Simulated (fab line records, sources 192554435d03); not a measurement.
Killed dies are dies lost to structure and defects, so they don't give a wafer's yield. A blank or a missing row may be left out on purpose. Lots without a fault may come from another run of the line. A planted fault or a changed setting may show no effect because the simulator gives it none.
Problem report in the 8D (eight disciplines) form, filled by code | flow n5_finfet | the parts of the form that need people (team, actions taken, sign-off) are left out

1. THE PROBLEM
overpolish_run_s at N5_BEOL_M9_CMP_52 reads a mean of 2.493 s on 6 wafers of 2 lots; wafers without a fault read 7.000 s with a standard deviation of 0.0086. That is -99 or more standard deviations from the usual mean.
The step: polishes, stops on SiCOH lowk, t overpolish 7 s, target thk 140 nm.
First seen on wafer L931.1, day 15 14:38, on cmp-04. The record holds 34 wafers of 12 lots with a number at this step. Rule for "out", or "out of limits": more than 4 standard deviations from the usual mean. The other wafers with a number count as sound.

2. WHAT IT IS AND WHAT IT IS NOT
question                    | is                                                            | is not
which readings at this step | overpolish_run_s, barrier_field_endpoint_s, head_pressure_psi | motor_current_A, platen_rpm, time_to_endpoint_s
which lots                  | L930, L931                                                    | L912, L913, L914, L916, L918, L919, L920, L923, L924, L926
which wafers of those lots  | all that have a number                                        | -
read on which tools         | cmp-04                                                        | cmp-01, cmp-02
when                        | from day 15 14:38                                             | up to then (28 sound wafers)

3. SUSPECTS, AND WHAT RULES EACH OUT
Counting: a tool at a process step up to the reading stays a suspect if it ran every lot that is out and no sound lot after the first of them.
- cmp-04 at N5_BEOL_M9_CMP_52 (polishes, stops on SiCOH lowk, t overpolish 7 s, target thk 140 nm): kept. It ran every lot that is out, first L931 (day 15 14:38), and no sound lot after that; its last sound lot up to then is L926 (day 14 03:19). Its own readings are out on those wafers: barrier_field_endpoint_s, head_pressure_psi, overpolish_run_s.
Left after counting: cmp-04 at N5_BEOL_M9_CMP_52.

4. THE CAUSE (what the simulator had put in)
Process parameter drift: cmp-04, from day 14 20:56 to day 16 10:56, at N5_BEOL_M9_CMP_52. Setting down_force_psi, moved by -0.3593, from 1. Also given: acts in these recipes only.
Counting left only this tool.

5. THE CHAIN OF EFFECTS, in route order
Each row: a reading whose mean over the struck wafers that have a number lies more than 3 standard deviations from the usual. Only readings for which the record gives a usual standard deviation are gone through. hours: the time from each lot's start at the first step in this table that gives one to its start at this step, as a median over the lots. sigmas: the change in usual standard deviations.
hours | step              | reading                  | usual      | on struck wafers | change  | sigmas
0     | N5_BEOL_M9_CMP_52 | barrier_field_endpoint_s | 29.1 s     | 44.4             | +15.3   | +16
0     | N5_BEOL_M9_CMP_52 | head_pressure_psi        | 0.9999 psi | 0.6410           | -0.3589 | -99 or more
0     | N5_BEOL_M9_CMP_52 | overpolish_run_s         | 7.000 s    | 2.493            | -4.507  | -99 or more
The process steps in it:
- N5_BEOL_M9_CMP_52: polishes, stops on SiCOH lowk, t overpolish 7 s, target thk 140 nm.
Later measuring or inspecting steps at which every struck wafer that the step has a row for has a number for every such reading, and none has moved that far: N5_BEOL_M9_INSPECT_58.

6. WHAT WOULD HAVE CAUGHT IT SOONER
In this record the first reading out of limits was taken at day 15 14:38, 18 hours after the fault began at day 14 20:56.
